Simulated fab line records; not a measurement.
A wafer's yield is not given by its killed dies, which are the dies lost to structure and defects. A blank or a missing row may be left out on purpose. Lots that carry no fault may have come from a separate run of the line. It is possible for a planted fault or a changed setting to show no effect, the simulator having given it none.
Which tool was responsible? / flow n5Finfet / 29 wafers from 10 lots sampled at 4 of the route's 1938 steps

WHAT THE GAUGES SHOWED, per wafer
N5_BEOL_M7_OCD_MEAS_38.
lot=L275; measured=day 10 05:20; on=ocd-02; trenchDepthNm (nm)=91.4 92.0 93.0
lot=L278; measured=day 10 14:02; on=ocd-01; trenchDepthNm (nm)=94.1 95.3 94.6
lot=L280; measured=day 11 14:47; on=ocd-02; trenchDepthNm (nm)=93.8 93.3 91.1
lot=L285; measured=day 12 09:01; on=ocd-02; trenchDepthNm (nm)=90.6 93.7 91.8
lot=L287; measured=day 12 16:07; on=ocd-01; trenchDepthNm (nm)=94.6 91.5 91.4
lot=L288; measured=day 12 18:08; on=ocd-02; trenchDepthNm (nm)=94.3 93.5 91.4
lot=L292; measured=day 14 00:48; on=ocd-02; trenchDepthNm (nm)=95.2 91.9
lot=L293; measured=day 14 01:05; on=ocd-02; trenchDepthNm (nm)=92.7 94.5 93.2
lot=L294; measured=day 14 13:52; on=ocd-02; trenchDepthNm (nm)=92.1 91.6 92.6
lot=L295; measured=day 14 15:52; on=ocd-02; trenchDepthNm (nm)=92.9 90.9 91.8

EACH LOT AND THE TOOL THAT RAN IT (in order: tool; ch and the chambers of the sampled wafers; start)
lot=L275; N5_BEOL_M7_DESCUM_16=rieDiel-02 ch 0,1,3, day 10 02:33; N5_BEOL_M7_ETCH_62=rieDiel-02 ch 0,1,3, day 10 02:39; N5_BEOL_M7_VIA_ETCH_34=rieDiel-06 ch 0,1,2, day 10 05:05
lot=L278; N5_BEOL_M7_DESCUM_16=rieDiel-02 ch 0,1,3, day 10 11:37; N5_BEOL_M7_ETCH_62=rieDiel-02 ch 0,1,3, day 10 11:43; N5_BEOL_M7_VIA_ETCH_34=rieDiel-02 ch 0,3, day 10 13:47
lot=L280; N5_BEOL_M7_DESCUM_16=rieDiel-05 ch 1,2, day 11 13:23; N5_BEOL_M7_ETCH_62=rieDiel-05 ch 1,2, day 11 13:28; N5_BEOL_M7_VIA_ETCH_34=rieDiel-06 ch 0,1,3, day 11 14:32
lot=L285; N5_BEOL_M7_DESCUM_16=rieDiel-06 ch 0,3, day 12 07:07; N5_BEOL_M7_ETCH_62=rieDiel-06 ch 0,3, day 12 07:12; N5_BEOL_M7_VIA_ETCH_34=rieDiel-06 ch 1,2,3, day 12 08:46
lot=L287; N5_BEOL_M7_DESCUM_16=rieDiel-06 ch 0,2,3, day 12 13:32; N5_BEOL_M7_ETCH_62=rieDiel-06 ch 0,2,3, day 12 13:38; N5_BEOL_M7_VIA_ETCH_34=rieDiel-02 ch 1,2,3, day 12 15:52
lot=L288; N5_BEOL_M7_DESCUM_16=rieDiel-05 ch 0,1,3, day 12 16:38; N5_BEOL_M7_ETCH_62=rieDiel-05 ch 0,1,3, day 12 16:43; N5_BEOL_M7_VIA_ETCH_34=rieDiel-02 ch 0,1,3, day 12 17:53
lot=L292; N5_BEOL_M7_DESCUM_16=rieDiel-05 ch 2,3, day 13 22:59; N5_BEOL_M7_ETCH_62=rieDiel-05 ch 2,3, day 13 23:05; N5_BEOL_M7_VIA_ETCH_34=rieDiel-02 ch 1,3, day 14 00:33
lot=L293; N5_BEOL_M7_DESCUM_16=rieDiel-02 ch 0,3, day 13 23:16; N5_BEOL_M7_ETCH_62=rieDiel-02 ch 0,3, day 13 23:22; N5_BEOL_M7_VIA_ETCH_34=rieDiel-05 ch 1,2, day 14 00:50
lot=L294; N5_BEOL_M7_DESCUM_16=rieDiel-05 ch 1,2, day 14 10:28; N5_BEOL_M7_ETCH_62=rieDiel-05 ch 1,2, day 14 10:34; N5_BEOL_M7_VIA_ETCH_34=rieDiel-06 ch 2,3, day 14 13:37
lot=L295; N5_BEOL_M7_DESCUM_16=rieDiel-05 ch 2,3, day 14 14:20; N5_BEOL_M7_ETCH_62=rieDiel-05 ch 2,3, day 14 14:26; N5_BEOL_M7_VIA_ETCH_34=rieDiel-06 ch 0,1,2, day 14 15:37
- N5_BEOL_M7_DESCUM_16: chemistry O2, time 7.9 s.
- N5_BEOL_M7_ETCH_62: etches SOC in N2/H2, target depth 110 nm, overetch 22 nm, time 165 s.
- N5_BEOL_M7_VIA_ETCH_34: etches SiCOH lowk in C4F6/O2, target depth 125.5 nm, time 50.5 s.

THE ANSWER, worked out from the rows above alone
Rule: what is usual is taken from the lots themselves. Put in order of their means at a reading, lots are off if they are a third of the lots or fewer, leave a main group of 4 or more, and stand apart from it by a gap of 3 or more times the standard deviation of the main group's means; of several such gaps the widest counts. The tables above print the reading to a certain number of digits; a main group whose means all agree to those digits is not used. A lot without any number at a reading at which 4 lots or more have one is off too. Any other lot the step has rows for is counted as sound.
Across all readings shown, no lot is off: no conclusion can be drawn from this.

WHAT THE SIMULATOR PUT IN
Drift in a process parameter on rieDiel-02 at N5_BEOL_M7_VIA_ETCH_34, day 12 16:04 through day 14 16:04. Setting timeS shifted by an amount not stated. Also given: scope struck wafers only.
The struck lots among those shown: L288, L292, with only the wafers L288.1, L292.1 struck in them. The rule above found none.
